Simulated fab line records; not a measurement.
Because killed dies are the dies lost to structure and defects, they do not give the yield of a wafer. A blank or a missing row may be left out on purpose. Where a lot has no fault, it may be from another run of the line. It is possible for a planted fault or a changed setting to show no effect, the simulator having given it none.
What tool caused it? | flow nand_harc | 17 wafers from 6 lots sampled at 2 of the route's 1302 steps

== WHAT THE GAUGES SHOWED, per wafer ==
NHARC_A_BONDPAD_CD_MEAS_09: the cd target is 500 nm.
lot  | measured     | on        | cd_nm (nm)
L200 | day 23 20:31 | cd_sem-02 | 500.0 501.4 502.8
L204 | day 25 22:41 | cd_sem-01 | 499.8 500.7 499.7
L206 | day 25 14:00 | cd_sem-01 | 499.6 500.0 502.7
L210 | day 27 05:31 | cd_sem-03 | 503.4 501.6 503.0
L214 | day 29 09:00 | cd_sem-01 | 499.8 499.2 501.6
L217 | day 31 00:25 | cd_sem-03 | 498.5 499.9

== WHICH TOOL RAN EACH LOT (tool, then ch and the chambers of the sampled wafers, then the start) ==
lot  | NHARC_P_M1_PVD_21
L200 | pvd_sputter-02, day 6 14:49
L204 | pvd_sputter-02, day 8 12:01
L206 | pvd_sputter-01, day 9 02:08
L210 | pvd_sputter-03, day 10 18:22
L214 | pvd_sputter-02, day 12 07:56
L217 | pvd_sputter-01, day 14 03:55
- NHARC_P_M1_PVD_21: deposits Cu, target thk 30 nm, time 20.49 s.

== THE ANSWER, worked out from the rows above alone ==
Rule: what is usual is taken from the lots themselves. The widest of any qualifying gaps counts: lots, ordered by their means at a reading, are off when they make up no more than a third of the lots, leave a main group of 4 or more, and stand apart from it by 3 or more times the standard deviation of that group's means. The tables above print the reading to a certain number of digits; a main group whose means all agree to those digits is not used. A lot without any number at a reading at which 4 lots or more have one is off too. Any other lot the step has rows for is counted as sound.
None of the lots is off at any reading shown; this tells nothing.

== WHAT THE SIMULATOR HAD PUT IN ==
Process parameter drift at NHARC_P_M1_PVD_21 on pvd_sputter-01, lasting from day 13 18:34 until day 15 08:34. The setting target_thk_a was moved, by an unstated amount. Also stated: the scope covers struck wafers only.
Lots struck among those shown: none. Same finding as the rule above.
